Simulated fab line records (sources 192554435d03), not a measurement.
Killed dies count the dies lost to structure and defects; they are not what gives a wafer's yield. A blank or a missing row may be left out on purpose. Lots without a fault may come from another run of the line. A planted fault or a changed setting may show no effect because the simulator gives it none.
Chamber matching | flow n5-finfet | 4 sister chambers for N5_BEOL_M2_ALD_98 on ald-sin-03
The step deposits SiO2, target thk 2.5 nm, pulse time 1 s, co reactant pulse time 1 s. 8 wafers are shown with their chamber, then 8 later ones without.

## WAFERS, EACH WITH ITS CHAMBER
wafer  | chamber | heater-power-w (W) | precursor-pulse-height-rel
L076.5 | 3       | 62                 | 0.980
L078.6 | 3       | 63                 | 1.024
L084.2 | 2       | 97                 | 1.051
L084.3 | 1       | 68                 | 0.999
L088.2 | 2       | 91                 | 1.002
L088.4 | 0       | 90                 | 0.954
L088.5 | 0       | 88                 | 1.014
L093.1 | 1       | 69                 | 0.987

## WAFERS MISSING THEIR CHAMBER
wafer  | heater-power-w (W) | precursor-pulse-height-rel
L093.4 | 90                 | 0.993
L093.6 | 68                 | 1.005
L096.1 | 67                 | 1.002
L096.4 | 65                 | 1.031
L096.5 | 63                 | 0.978
L097.1 | 63                 | 0.990
L097.5 | 63                 | 1.021
L097.6 | 94                 | 0.993

## WHICH CHAMBER EACH ONE RAN IN
wafer  | from the rows above     | in truth
L093.4 | can't be placed: 0 or 2 | 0
L093.6 | can't be placed: 1 or 3 | 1
L096.1 | can't be placed: 1 or 3 | 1
L096.4 | can't be placed: 3 or 1 | 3
L096.5 | can't be placed: 3 or 1 | 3
L097.1 | can't be placed: 3 or 1 | 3
L097.5 | can't be placed: 3 or 1 | 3
L097.6 | can't be placed: 2 or 0 | 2
Correctly placed: 0 of 8. Unplaceable from these rows: 8, with the true chamber sitting among the candidates in 8. Number placed wrongly: 0.
How it was worked out, from the rows above alone: a wafer's distance from a chamber is the root of the sum, over the readings, of the square of ((its reading less the chamber's mean) divided by the reading's scatter). If the next closest chamber is less than 2 further off than the closest, the wafer can't be placed; otherwise it belongs to the closest. The mean given for a chamber averages the wafers shown for that chamber. The scatter is the square root of a quotient: the sum, over the shown wafers, of each reading's squared deviation from its chamber's mean, divided by wafers minus chambers.
